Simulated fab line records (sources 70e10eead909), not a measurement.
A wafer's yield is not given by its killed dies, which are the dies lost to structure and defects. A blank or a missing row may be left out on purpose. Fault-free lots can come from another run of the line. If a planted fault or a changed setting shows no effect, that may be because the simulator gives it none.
Matching of chambers	flow nand_harc	NHARC_THIN_TSV_CMP_01 on cmp-01: 4 sister chambers
The step polishes. 8 wafers are shown with their chamber, then 7 later ones without.

WAFERS WITH THEIR CHAMBER
wafer	chamber	motor_current_A (A)	slurry_filter_dp_kPa (kPa)
L298.1	1	10.2	13.44
L298.4	0	13.5	13.58
L297.5	0	13.2	13.52
L297.6	3	12.3	13.45
L300.3	3	12.8	13.41
L300.6	2	12.7	13.33
L303.4	2	13.2	13.66
L303.5	1	9.9	13.47

WAFERS WHOSE CHAMBER IS MISSING
wafer	motor_current_A (A)	slurry_filter_dp_kPa (kPa)
L303.6	12.6	13.43
L304.2	14.0	13.32
L304.4	12.1	13.45
L304.5	9.9	13.75
L312.1	13.5	13.55
L312.3	10.2	13.57
L312.6	13.8	13.50

THE CHAMBER EACH PASSED THROUGH
wafer	from the rows above	in truth
L303.6	can't be placed: 3 or 2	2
L304.2	can't be placed: 0 or 2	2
L304.4	can't be placed: 3 or 2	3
L304.5	1	1
L312.1	can't be placed: 0 or 2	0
L312.3	1	1
L312.6	can't be placed: 0 or 2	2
2 of 7 placed correctly. From these rows, 5 cannot be placed; in 5 the true chamber is one of the candidates. 0 placed wrongly.
How it was worked out, from the rows above alone: a wafer's distance from a chamber is the root of the sum, over the readings, of the square of ((its reading less the chamber's mean) divided by the reading's scatter). The wafer belongs to the nearest chamber; if the next one is less than 2 further off, it can't be placed. Each chamber's mean is taken over the wafers shown for it. The scatter: the root of (the sum of the squares of (reading less its chamber's mean) over the shown wafers, divided by (wafers less chambers)).
